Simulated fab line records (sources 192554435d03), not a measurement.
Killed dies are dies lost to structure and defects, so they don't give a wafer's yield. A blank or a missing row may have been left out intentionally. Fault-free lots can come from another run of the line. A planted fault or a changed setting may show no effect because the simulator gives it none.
Comparing a struck lot with a sound one | flow n5Finfet | 16 steps out of a route of 1938
Sound: these wafers, L224.1, L224.3, L224.4. The struck wafers were L238.1, L238.3, L238.5. Last of all comes the cause.
Order at every step that has rows: each side's tool, ch and its chambers, its first start. Under that, the readings that differ: sound wafers | struck wafers | difference of the means | sigmas: that difference in standard deviations of wafers without a fault.
alike: same words and numbers on both sides, and readings whose means sit less than 2 such deviations apart. not compared: any withheld reading, any reading some wafer has no value for, any bound like >300 that may hide the same value, and any number with overlapping values for which the record gives no deviation.
Wherever a step has rows on one side only, a row that says differs or no value, or a row with sigmas, the two part there. Numbers that don't overlap but have no deviation are shown without sigmas and don't part them. A reading missing from all wafers of one side parts the sides only when that side holds two or more wafers.

first, 5 steps without rows for these wafers: N5_SD_EPI_P_EBR_05; N5_SD_EPI_P_SOFTBAKE_04 (time 60 s); N5_SD_EPI_P_EXPOSE_06 (exposes mask SD P BLK, target cd 240 nm); N5_SD_EPI_P_PEB_07 (peb time 60 s); N5_SD_EPI_P_DEVELOP_08 (develop time 30 s).
N5_SD_EPI_P_CD_MEAS_09: the cd target is 240 nm.
  sound on cdSem-01 ch 0, day 3 14:12; struck on cdSem-03 ch 0, day 7 01:41
  alike: cdNm
N5_SD_EPI_P_OVL_MEAS_10:
  sound on overlay-02 ch 0, day 3 14:14; struck on overlay-02 ch 0, day 7 01:43
  alike: SD_P_BLK_OVL
N5_SD_EPI_P_INSPECT_11: inspects for defects (macro).
  struck on defectInspect-01, day 7 01:44; sound on defectInspect-02, day 3 14:16
  alike: rawDefectCount
N5_SD_EPI_P_DESCUM_14: chemistry O2, time 7.9 s.
  sound on rieDiel-02 ch 0,2,3, day 3 14:17; struck on rieDiel-02 ch 0,2,3, day 7 02:06
  alike: drypumpMotorCurrentA, oesProductAu, rfVppV, showerheadPlenumPTorr, throttleValvePct
  not compared: rfHoursCounterH
N5_SD_EPI_P_ETCH_36: etches SiARC in CF4, target depth 45.5 nm, time 75.8 s.
  sound on rieDiel-02 ch 0,2,3, day 3 14:20; struck on rieDiel-02 ch 0,2,3, day 7 02:08
  alike: cf4FlowSccm, drypumpMotorCurrentA, etchRfOnTimeS, oesProductAu, rfVppV, showerheadPlenumPTorr, throttleValvePct
  not compared: rfHoursCounterH
N5_SD_EPI_P_ETCH_37: etches SOC in N2/H2, overetch 108 nm, time 486 s.
  sound on rieDiel-02 ch 0,2,3, day 3 14:23; struck on rieDiel-02 ch 0,2,3, day 7 02:11
  alike: drypumpMotorCurrentA, h2FlowSccm, oesProductAu, rfVppV, showerheadPlenumPTorr, throttleValvePct
  not compared: rfHoursCounterH
then, 1 step without rows for these wafers: N5_SD_EPI_P_STRIP_38 (strips in N2/H2).
N5_SD_EPI_P_ETCHBACK_46: etches SiNx in CH3F/O2, stops on SiO2, target depth 17.5 nm.
  sound on rieDiel-02 ch 0,2,3, day 3 14:43; struck on rieDiel-02 ch 0,2,3, day 7 02:31
reading      | sound       | struck                  | difference | sigmas
overEtchFrac | 0.3 0.3 0.3 | 0.30655 0.30655 0.30655 | +0.00655   | 
  alike: drypumpMotorCurrentA, oesProductAu, rfVppV, showerheadPlenumPTorr, throttleValvePct
  not compared: rfHoursCounterH
N5_SD_EPI_P_ETCH_47: etches SiOCN in CH3F/O2, target depth 25 nm.
  sound on rieDiel-02 ch 0,2,3, day 3 14:49; struck on rieDiel-02 ch 0,2,3, day 7 02:37
  alike: drypumpMotorCurrentA, oesProductAu, rfVppV, showerheadPlenumPTorr, throttleValvePct
  not compared: rfHoursCounterH
-- here the record skips 5 days between the struck wafers' starts before and after, leaving off in module SD_EPI_P and picking up in module BEOL_M4 (first step shown: number 1111 of the route) --
N5_BEOL_M4_RC_MEAS_101:
  sound on prober-01 ch 0, day 8 23:37; struck on prober-02 ch 0, day 12 00:11
reading        | sound          | struck         | difference | sigmas
DIBL_N (mV/V)  | 35.4 35.7 31.7 | 36.1 38.4 40.5 | +4.1       | +2
IOFF_N (nA/um) | 0.15 0.16 0.09 | 0.16 0.21 0.26 | +0.08      | +2
ION_N (uA/um)  | 668 668 642    | 680 705 701    | +36        | +3
  alike: DIBL_P, IOFF_P, ION_P, SS_N, SS_P, VT_N, VT_P
-- a jump in the record: the struck wafers' starts before and after are 4 days apart (it breaks off in module BEOL_M4 and resumes in module PASSIVATION, where the first step shown is number 1936 of the route) --
N5_PASSIVATION_PROBE_49:
  struck on prober-01, day 16 03:11; sound on prober-02, day 13 06:01
reading              | sound    | struck | difference | sigmas
sort_bin_8_speed (%) | 0 0 0.51 | 0 0 0  | +0         | -3
  alike: defectLimitedYield, killed_at_M0_to_M3, killed_at_M4_up, killedAtContacts, killedAtFrontEnd, killedAtOther, killedDies, killedOnRim, killedOpen, killedShort, sort_bin_5_function, sort_bin_6_memory, sortNPass, sortYieldPct

== WHERE THEY PART ==
Earliest at N5_BEOL_M4_RC_MEAS_101; latest, in this record, at N5_PASSIVATION_PROBE_49.

WHY: the cause the simulator had injected
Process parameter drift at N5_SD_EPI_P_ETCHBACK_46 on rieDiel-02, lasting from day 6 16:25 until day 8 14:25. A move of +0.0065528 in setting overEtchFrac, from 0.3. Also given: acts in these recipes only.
